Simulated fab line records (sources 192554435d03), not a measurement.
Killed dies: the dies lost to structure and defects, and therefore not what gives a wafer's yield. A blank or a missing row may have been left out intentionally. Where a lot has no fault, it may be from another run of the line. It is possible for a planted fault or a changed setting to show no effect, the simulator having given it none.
Which of the tools did it? + flow n5 finfet + Sampling: 12 lots, 31 wafers, 5 of 1938 route steps

== WHAT EACH GAUGE READ, for each wafer ==
N5_BEOL_M4_RC_MEAS_101. Usual: DIBL_N 36.3 mV/V, standard deviation 1.6; DIBL_P 36.2 mV/V, standard deviation 2; IOFF_N 0.160 nA/um, standard deviation 0.028; IOFF_P 0.21 nA/um, standard deviation 0.036; ION_N 677 uA/um, standard deviation 11; ION_P 465 uA/um, standard deviation 6.9; SS_N 71.5 mV/dec, standard deviation 0.55; SS_P 73.3 mV/dec, standard deviation 0.64; VT_N 250 mV, standard deviation 3; VT_P -250 mV, standard deviation 3.5.
| lot  | measured     | on        | DIBL_N (mV/V)  | DIBL_P (mV/V)  | IOFF_N (nA/um)    | IOFF_P (nA/um) | ION_N (uA/um) | ION_P (uA/um) | SS_N (mV/dec)  | SS_P (mV/dec)  | VT_N (mV)   | VT_P (mV)      | flag |
|------|--------------|-----------|----------------|----------------|-------------------|----------------|---------------|---------------|----------------|----------------|-------------|----------------|------|
| L644 | day 8 04:13  | prober-01 | 32.7 35.3      | 32.0 35.6      | 0.112 0.149       | 0.15 0.19      | 668 671       | 454 462       | 70.4 71.5      | 72.0 72.9      | 253 249     | -257 -253      |      |
| L645 | day 9 01:31  | prober-01 | 37.0 38.2 39.1 | 35.5 37.4 37.2 | 0.146 0.175 0.185 | 0.23 0.26 0.27 | 678 678 683   | 464 474 467   | 71.7 71.3 72.3 | 72.9 73.4 73.3 | 249 247 247 | -247 -245 -243 |      |
| L646 | day 9 08:10  | prober-01 | 33.3 34.5 34.5 | 33.7 34.8 33.9 | 0.114 0.136 0.139 | 0.15 0.17 0.16 | 660 679 669   | 456 470 457   | 70.6 70.5 71.2 | 72.6 72.8 73.1 | 256 255 252 | -255 -252 -254 |      |
| L648 | day 9 12:29  | prober-01 | 37.1 37.2 36.6 | 36.7 35.5 35.7 | 0.159 0.166 0.150 | 0.21 0.20 0.19 | 679 671 683   | 467 459 461   | 72.0 72.2 71.2 | 73.0 72.8 72.2 | 250 247 249 | -252 -250 -250 |      |
| L649 | day 9 17:41  | prober-01 | 37.7 35.0      | 40.4 36.8      | 0.219 0.160       | 0.27 0.20      | 702 675       | 478 459       | 71.6 71.2      | 74.7 72.7      | 243 250     | -248 -252      |      |
| L650 | day 10 06:52 | prober-01 | 34.8 36.5 34.3 | 33.0 35.5 33.7 | 0.131 0.164 0.126 | 0.20 0.24 0.21 | 651 671 648   | 456 465 454   | 71.4 71.7 70.7 | 72.0 73.1 73.1 | 253 249 254 | -250 -245 -246 |      |
| L651 | day 10 15:08 | prober-01 | 37.8 38.0 37.6 | 38.9 39.1 38.2 | 0.187 0.190 0.177 | 0.29 0.29 0.27 | 684 688 673   | 478 479 469   | 71.4 72.1 71.1 | 73.6 73.4 73.6 | 246 248 248 | -243 -243 -244 |      |
| L661 | day 12 16:40 | prober-02 | 35.7 38.5 37.5 | 34.2 38.1 35.7 | 0.147 0.206 0.178 | 0.22 0.27 0.23 | 666 692 697   | 458 471 476   | 71.0 72.0 71.6 | 72.6 74.1 73.1 | 250 245 249 | -248 -246 -250 |      |
| L662 | day 13 12:14 | prober-01 | 33.4 32.2      | 31.5 30.3      | 0.118 0.107       | 0.16 0.15      | 669 668       | 455 461       | 71.0 69.9      | 72.4 72.7      | 252 255     | -255 -254      |      |
| L663 | day 13 12:34 | prober-02 | 34.3 34.5      | 34.8 34.4      | 0.135 0.128       | 0.20 0.18      | 665 665       | 463 462       | 71.1 70.9      | 73.0 73.1      | 251 253     | -249 -252      |      |
| L664 | day 13 18:03 | prober-01 | 36.7 35.5      | 35.4 34.4      | 0.172 0.151       | 0.21 0.20      | 682 684       | 463 465       | 71.5 71.0      | 73.3 73.7      | 247 246     | -250 -248      |      |
| L665 | day 13 21:29 | prober-02 | 36.5 35.6 36.0 | 36.4 35.2 35.8 | 0.155 0.144 0.139 | 0.19 0.16 0.17 | 671 678 670   | 453 456 452   | 72.0 71.4 71.6 | 73.5 73.4 73.5 | 250 251 249 | -254 -257 -253 |      |

== WHICH TOOL RAN EACH LOT (tool, then ch and the chambers of the sampled wafers, then the start) ==
| lot  | N5_BEOL_M2_ANNEAL_82         | N5_BEOL_M2_ANNEAL_87         | N5_BEOL_M2_SPUTTER_88        | N5_BEOL_M2_SPUTTER_92        |
|------|------------------------------|------------------------------|------------------------------|------------------------------|
| L644 | pvd sputter-01, day 7 06:58  | pvd sputter-01, day 7 07:11  | pvd sputter-01, day 7 07:20  | pvd sputter-01, day 7 07:46  |
| L645 | pvd sputter-03, day 7 13:01  | pvd sputter-03, day 7 13:14  | pvd sputter-03, day 7 13:23  | pvd sputter-03, day 7 13:49  |
| L646 | pvd sputter-03, day 7 20:33  | pvd sputter-03, day 7 20:46  | pvd sputter-03, day 7 20:55  | pvd sputter-03, day 7 21:21  |
| L648 | pvd sputter-02, day 8 15:58  | pvd sputter-02, day 8 16:11  | pvd sputter-02, day 8 16:19  | pvd sputter-02, day 8 16:46  |
| L649 | pvd sputter-02, day 8 21:34  | pvd sputter-02, day 8 21:47  | pvd sputter-02, day 8 21:56  | pvd sputter-02, day 8 22:22  |
| L650 | pvd sputter-03, day 9 05:01  | pvd sputter-03, day 9 05:14  | pvd sputter-03, day 9 05:23  | pvd sputter-03, day 9 05:49  |
| L651 | pvd sputter-01, day 9 10:22  | pvd sputter-01, day 9 10:35  | pvd sputter-01, day 9 10:43  | pvd sputter-01, day 9 11:10  |
| L661 | pvd sputter-03, day 11 17:13 | pvd sputter-03, day 11 17:26 | pvd sputter-03, day 11 17:34 | pvd sputter-03, day 11 18:01 |
| L662 | pvd sputter-02, day 12 06:47 | pvd sputter-02, day 12 07:01 | pvd sputter-02, day 12 07:09 | pvd sputter-02, day 12 07:35 |
| L663 | pvd sputter-03, day 12 09:39 | pvd sputter-03, day 12 09:52 | pvd sputter-03, day 12 10:01 | pvd sputter-03, day 12 10:27 |
| L664 | pvd sputter-01, day 12 13:30 | pvd sputter-01, day 12 13:43 | pvd sputter-01, day 12 13:52 | pvd sputter-01, day 12 14:18 |
| L665 | pvd sputter-01, day 12 15:20 | pvd sputter-01, day 12 15:34 | pvd sputter-01, day 12 15:42 | pvd sputter-01, day 12 16:08 |
- N5_BEOL_M2_ANNEAL_82: time 240 s.
- N5_BEOL_M2_ANNEAL_87: time 240 s.
- N5_BEOL_M2_SPUTTER_88: material Cu, target thk 4.5 nm, time 8.29 s.
- N5_BEOL_M2_SPUTTER_92: material Cu, target thk 4.5 nm, time 8.29 s.

== WHAT THE TOOLS THEMSELVES READ (means of the sampled wafers that have a number; where no wafer has one, the mark that the record gives instead) ==
N5_BEOL_M2_ANNEAL_82. Usual: 830 W for heater power w, sd 82.
| lot  | tool           | heater power w (W) | flag |
|------|----------------|--------------------|------|
| L644 | pvd sputter-01 | 885                |      |
| L645 | pvd sputter-03 | 857                |      |
| L646 | pvd sputter-03 | 896                |      |
| L648 | pvd sputter-02 | 758                |      |
| L649 | pvd sputter-02 | 711                |      |
| L650 | pvd sputter-03 | 838                |      |
| L651 | pvd sputter-01 | 793                |      |
| L661 | pvd sputter-03 | 873                |      |
| L662 | pvd sputter-02 | 776                |      |
| L663 | pvd sputter-03 | 860                |      |
| L664 | pvd sputter-01 | 924                |      |
| L665 | pvd sputter-01 | 783                |      |

N5_BEOL_M2_ANNEAL_87. Usual: 828 W for heater power w, sd 82.
| lot  | tool           | heater power w (W) | flag |
|------|----------------|--------------------|------|
| L644 | pvd sputter-01 | 878                |      |
| L645 | pvd sputter-03 | 843                |      |
| L646 | pvd sputter-03 | 881                |      |
| L648 | pvd sputter-02 | 743                |      |
| L649 | pvd sputter-02 | 712                |      |
| L650 | pvd sputter-03 | 843                |      |
| L651 | pvd sputter-01 | 778                |      |
| L661 | pvd sputter-03 | 877                |      |
| L662 | pvd sputter-02 | 766                |      |
| L663 | pvd sputter-03 | 856                |      |
| L664 | pvd sputter-01 | 912                |      |
| L665 | pvd sputter-01 | 784                |      |

N5_BEOL_M2_SPUTTER_88. Usual: chamber pressure pa 0.07001 Pa, standard deviation 0.00014; chuck gas flow sccm 1.26 sccm, standard deviation 0.052; throttle valve pct 30.3 %, standard deviation 0.91.
| lot  | tool           | chamber pressure pa (Pa) | chuck gas flow sccm (sccm) | throttle valve pct (%) | flag |
|------|----------------|--------------------------|----------------------------|------------------------|------|
| L644 | pvd sputter-01 | 0.07014                  | 1.29                       | 30.1                   |      |
| L645 | pvd sputter-03 | 0.06985                  | 1.24                       | 30.7                   |      |
| L646 | pvd sputter-03 | 0.06999                  | 1.26                       | 31.1                   |      |
| L648 | pvd sputter-02 | 0.07001                  | 1.30                       | 29.4                   |      |
| L649 | pvd sputter-02 | 0.06997                  | 1.27                       | 29.4                   |      |
| L650 | pvd sputter-03 | -                        | -                          | -                      | OFF  |
| L651 | pvd sputter-01 | -                        | -                          | -                      | OFF  |
| L661 | pvd sputter-03 | 0.07004                  | 1.20                       | 30.8                   |      |
| L662 | pvd sputter-02 | 0.07002                  | 1.29                       | 30.2                   |      |
| L663 | pvd sputter-03 | 0.07007                  | 1.24                       | 30.2                   |      |
| L664 | pvd sputter-01 | 0.07001                  | 1.24                       | 30.6                   |      |
| L665 | pvd sputter-01 | 0.07003                  | 1.26                       | 31.3                   |      |

N5_BEOL_M2_SPUTTER_92. Usual: chamber pressure pa 0.07003 Pa, standard deviation 0.00013; chuck gas flow sccm 1.27 sccm, standard deviation 0.05; throttle valve pct 30.3 %, standard deviation 0.9.
| lot  | tool           | chamber pressure pa (Pa) | chuck gas flow sccm (sccm) | throttle valve pct (%) | flag |
|------|----------------|--------------------------|----------------------------|------------------------|------|
| L644 | pvd sputter-01 | 0.07001                  | 1.27                       | 30.0                   |      |
| L645 | pvd sputter-03 | 0.06990                  | 1.27                       | 30.6                   |      |
| L646 | pvd sputter-03 | 0.06999                  | 1.27                       | 31.2                   |      |
| L648 | pvd sputter-02 | 0.07009                  | 1.25                       | 29.4                   |      |
| L649 | pvd sputter-02 | 0.07000                  | 1.25                       | 29.5                   |      |
| L650 | pvd sputter-03 | 0.06993                  | 1.29                       | 29.9                   |      |
| L651 | pvd sputter-01 | 0.07001                  | 1.24                       | 31.3                   |      |
| L661 | pvd sputter-03 | 0.06999                  | 1.29                       | 30.6                   |      |
| L662 | pvd sputter-02 | 0.06997                  | 1.29                       | 30.1                   |      |
| L663 | pvd sputter-03 | 0.06998                  | 1.27                       | 30.2                   |      |
| L664 | pvd sputter-01 | 0.07015                  | 1.23                       | 30.5                   |      |
| L665 | pvd sputter-01 | 0.06999                  | 1.25                       | 31.1                   |      |

== THE ANSWER, worked out from the rows above alone ==
Rule: a lot is off if the mean of its wafers that have a number lies more than 3 standard deviations from the usual mean. A lot without any number at a reading at which 4 lots or more have one is off too. Where the step has rows for the other lots, those lots are counted as sound. The gauges are gone through in route order, then the tools' own readings, and for those a lot's mean is taken as printed above. At the first step where some lot is off, the reading lying furthest off is the one used; lots without a number count as furthest.
Off: L650, L651, at N5_BEOL_M2_SPUTTER_88 (chamber pressure pa). Without a number there: L650, L651.
A tool fits if, at that step or a process step before it, it ran every lot that is off, and no sound lot after the first of them. Not one of the candidates tried fits.

== WHAT WAS PUT IN BY THE SIMULATOR ==
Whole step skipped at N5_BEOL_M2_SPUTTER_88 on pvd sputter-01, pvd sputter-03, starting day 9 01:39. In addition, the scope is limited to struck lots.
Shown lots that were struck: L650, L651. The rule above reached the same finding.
